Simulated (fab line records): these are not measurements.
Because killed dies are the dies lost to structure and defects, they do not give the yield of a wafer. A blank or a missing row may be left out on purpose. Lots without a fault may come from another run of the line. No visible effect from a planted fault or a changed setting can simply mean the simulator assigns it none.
Matching of chambers | flow n5Finfet | N5_BEOL_M9_CMP_52 on cmp-01 has 4 sister chambers
The step polishes, stops on SiCOH lowk, t overpolish 7 s, target thk 140 nm. 8 wafers are shown with their chamber, then 12 later ones without.

WAFERS, EACH WITH ITS CHAMBER
wafer  | chamber | motorCurrentA (A) | barrierFieldEndpointS (s)
L084.3 | 3       | 6.5               | 28.8
L087.3 | 0       | 6.6               | 27.3
L087.5 | 3       | 6.7               | 29.7
L085.3 | 2       | 5.4               | 29.0
L085.4 | 0       | 6.4               | 29.3
L089.3 | 2       | 5.2               | 29.7
L089.4 | 1       | 7.7               | 32.1
L089.6 | 1       | 7.3               | 31.3

WAFERS WITH NO CHAMBER GIVEN
wafer  | motorCurrentA (A) | barrierFieldEndpointS (s)
L091.1 | 6.6               | 30.2
L091.2 | 6.5               | 28.6
L091.6 | 5.2               | 30.2
L092.1 | 6.6               | 27.5
L092.4 | 5.2               | 28.5
L092.6 | 5.6               | 29.9
L094.2 | 6.7               | 28.8
L094.3 | 5.4               | 28.6
L094.5 | 6.3               | 28.0
L096.4 | 5.3               | 29.5
L096.5 | 5.3               | 28.7
L096.6 | 6.7               | 30.9

EACH ONE'S CHAMBER
wafer  | from the rows above     | in truth
L091.1 | can't be placed: 3 or 0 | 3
L091.2 | can't be placed: 0 or 3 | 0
L091.6 | 2                       | 2
L092.1 | can't be placed: 0 or 3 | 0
L092.4 | 2                       | 2
L092.6 | 2                       | 2
L094.2 | can't be placed: 3 or 0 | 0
L094.3 | 2                       | 2
L094.5 | can't be placed: 0 or 3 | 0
L096.4 | 2                       | 2
L096.5 | 2                       | 2
L096.6 | can't be placed: 3 or 0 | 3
6 of 12 placed correctly. From these rows, 6 cannot be placed; in 6 the true chamber is one of the candidates. Placed wrongly: 0.
How it was worked out, from the rows above alone: a wafer's distance from a chamber is the root of the sum, over the readings, of the square of ((its reading less the chamber's mean) divided by the reading's scatter). If the next closest chamber is less than 2 further off than the closest, the wafer can't be placed; otherwise it belongs to the closest. A chamber's mean is the mean of its shown wafers. How the scatter is found: for the shown wafers, subtract from each reading the mean of its chamber, square and add these, divide the total by (wafers less chambers), then take the root.
